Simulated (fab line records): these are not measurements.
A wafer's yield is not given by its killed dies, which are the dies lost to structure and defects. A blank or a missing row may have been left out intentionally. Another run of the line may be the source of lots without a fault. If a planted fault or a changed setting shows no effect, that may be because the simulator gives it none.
Struck lot and sound lot, side by side + flow n5_finfet + 37 out of 1938 route steps
Sound: the wafers L731.2, L731.3, L731.6. Struck: wafers L725.4, L725.6. The cause is named last.
At each step with rows: each side's tool, then ch and its chambers, then its first start. Under that, the readings that differ: sound wafers + struck wafers + difference of the means + sigmas: that difference in standard deviations of wafers without a fault.
alike: words and numbers the same on both sides, and readings whose means are apart by under 2 such deviations; not compared: readings that were withheld, readings missing a value for some wafer, numbers with overlapping values and no deviation given by the record, and bounds like >300 which may hide the same value.
Wherever a step has rows on one side only, a row that says differs or no value, or a row with sigmas, the two part there. Numbers that don't overlap but have no deviation are shown without sigmas and don't part them. Lack of a reading on every wafer of one side parts them only where that side has two or more wafers.

first, 9 steps without rows for these wafers: N5_BEOL_M4_ANNEAL_95 (time 240 s); N5_BEOL_M4_SPUTTER_96 (material Cu, target thk 4.5 nm, time 8.29 s); N5_BEOL_M4_ECD_50 (material Cu, target thk 300 nm); N5_BEOL_M4_ANNEAL_51 (time 90 s); N5_BEOL_M4_CMP_52 (polishes, stops on SiOC, t overpolish 6.8 s, target thk 40 nm); N5_BEOL_M4_PRE_CLEAN_60 (time 15 s); N5_BEOL_M4_CO_CAP_55 (material Co, precursor CCTBA/H2, target thk 2 nm, time 102.1 s); N5_BEOL_M4_PRE_CLEAN_56 (time 15 s); N5_BEOL_M4_DEP_57 (deposits SiCN from 3MS/NH3, target thk 8 nm, time 14 s).
N5_BEOL_M4_RC_MEAS_101:
  sound on prober-02 ch 0, day 13 03:47; struck on prober-02 ch 0, day 11 16:58
  alike: DIBL_N, DIBL_P, IOFF_N, IOFF_P, ION_N, ION_P, SS_N, SS_P, VT_N, VT_P
then, 24 steps without rows for these wafers: N5_BEOL_M5_ILD_DEP_00 (deposits SiCOH lowk from DEMS/porogen, target thk 140.64 nm, time 25.9 s); N5_BEOL_M5_CURE_79 (cures SiCOH lowk, time 240 s); N5_BEOL_M5_PECVD_70 (deposits SiO2 from TEOS/O2, target thk 16 nm, time 18 s); N5_BEOL_M5_HM_DEP_02 (deposits TiN, target thk 20 nm); N5_BEOL_M5_COAT_59 (time 60 s, resist thk 60 nm); N5_BEOL_M5_COAT_60 (time 60 s, resist thk 12 nm); N5_BEOL_M5_COAT_71 (time 60 s, resist thk 5 nm); N5_BEOL_M5_COAT_05 (resist thk 30 nm); N5_BEOL_M5_EBR_07; N5_BEOL_M5_SOFTBAKE_06 (time 60 s); N5_BEOL_M5_EXPOSE_08 (exposes mask M5, target cd 28 nm); N5_BEOL_M5_PEB_09 (peb time 60 s); N5_BEOL_M5_DEVELOP_10 (develop time 30 s); N5_BEOL_M5_DESCUM_16 (chemistry O2, time 7 s); N5_BEOL_M5_ETCH_72 (etches underlayer in N2/H2, target depth 6.5 nm, time 5.2 s); N5_BEOL_M5_ETCH_61 (etches SiARC in CF4, target depth 15.6 nm, time 26 s); N5_BEOL_M5_ETCH_62 (etches SOC in N2/H2, target depth 75 nm, overetch 15 nm, time 112.5 s); N5_BEOL_M5_STRIP_63 (strips in N2/H2); N5_BEOL_M5_STRIP_73 (strips in N2/H2); N5_BEOL_M5_STRIP_64 (strips in CF4); N5_BEOL_M5_HM_OPEN_17 (chemistry Cl2/BCl3, target TiN, target depth 20 nm, overetch 6 nm); N5_BEOL_M5_STRIP_19 (strips in O2); N5_BEOL_M5_COAT_65 (time 60 s, resist thk 60 nm); N5_BEOL_M5_COAT_66 (time 60 s, resist thk 12 nm).
-- the record jumps here: 2 days lie between the struck wafers' starts before and after (it left off in module BEOL_M5 and takes up again in module BEOL_M10, whose first step shown is number 1500 of the route) --
N5_BEOL_M10_PEB_26: peb time 60 s.
  sound on litho_track-04 ch 0, day 15 11:50; struck on litho_track-02 ch 0, day 14 03:56
  alike: chill_plate_temp_C
N5_BEOL_M10_CD_MEAS_28 targets a cd of 70 nm.
  sound on cd_sem-02 ch 0, day 15 11:54; struck on cd_sem-03 ch 0, day 14 04:01
| reading    | sound          | struck    | difference | sigmas |
|------------|----------------|-----------|------------|--------|
| cd_nm (nm) | 71.8 70.6 70.9 | 79.4 80.2 | +8.7       | +8     |
-- the record jumps here: 2 days lie between the struck wafers' starts before and after (it left off in module BEOL_M10 and takes up again in module PASSIVATION, whose first step shown is number 1936 of the route) --
N5_PASSIVATION_PROBE_49:
  record: rows for the struck wafers here (prober-01, day 16 05:19), none for the sound ones

## WHERE THEY PART
Last at N5_PASSIVATION_PROBE_49 as far as this record goes, first at N5_BEOL_M10_CD_MEAS_28.

WHY: the cause the simulator had injected
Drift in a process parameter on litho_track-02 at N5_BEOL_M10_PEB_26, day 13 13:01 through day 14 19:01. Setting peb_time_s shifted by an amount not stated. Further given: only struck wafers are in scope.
